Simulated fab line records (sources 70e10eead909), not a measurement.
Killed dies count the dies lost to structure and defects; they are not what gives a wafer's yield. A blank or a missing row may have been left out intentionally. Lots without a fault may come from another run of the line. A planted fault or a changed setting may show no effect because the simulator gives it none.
Chamber matching    flow nand-harc    3 sister chambers for NHARC_A_STAIRCASE_DEP_471 on pecvd-03
The step deposits SiO2, target thk 100 nm. 6 wafers are shown with their chamber, then 8 later ones without.

## EACH WAFER AND ITS CHAMBER
wafer   chamber  heater-power-w (W)  throttle-valve-pct (%)
L081.6  1        569                 16.4
L082.2  1        614                 16.6
L089.2  0        561                 16.1
L089.4  2        479                 15.6
L089.6  0        564                 15.9
L093.3  2        424                 15.3

## WAFERS WHOSE CHAMBER IS MISSING
wafer   heater-power-w (W)  throttle-valve-pct (%)
L093.4  540                 16.1
L093.5  585                 16.2
L094.3  448                 15.3
L094.5  626                 16.4
L094.6  466                 16.1
L096.2  556                 16.1
L096.5  632                 16.6
L096.6  479                 15.6

## WHICH CHAMBER EACH WENT THROUGH
wafer   from the rows above           in truth
L093.4  can't be placed: 0 or 1       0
L093.5  can't be placed: 0 or 1       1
L094.3  2                             2
L094.5  can't be placed: 1 or 0       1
L094.6  can't be placed: 0 or 2 or 1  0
L096.2  0                             0
L096.5  1                             1
L096.6  2                             2
Correctly placed: 4 of 8. Cannot be placed on the basis of these rows: 4; the candidates contain the true chamber in 4. Placed wrongly: 0.
How it was worked out, from the rows above alone: a wafer's distance from a chamber is the root of the sum, over the readings, of the square of ((its reading less the chamber's mean) divided by the reading's scatter). If the next closest chamber is less than 2 further off than the closest, the wafer can't be placed; otherwise it belongs to the closest. The mean given for a chamber averages the wafers shown for that chamber. The scatter: take each reading less its chamber's mean, square it, sum over the shown wafers, divide by the number of wafers less the number of chambers, and take the root.
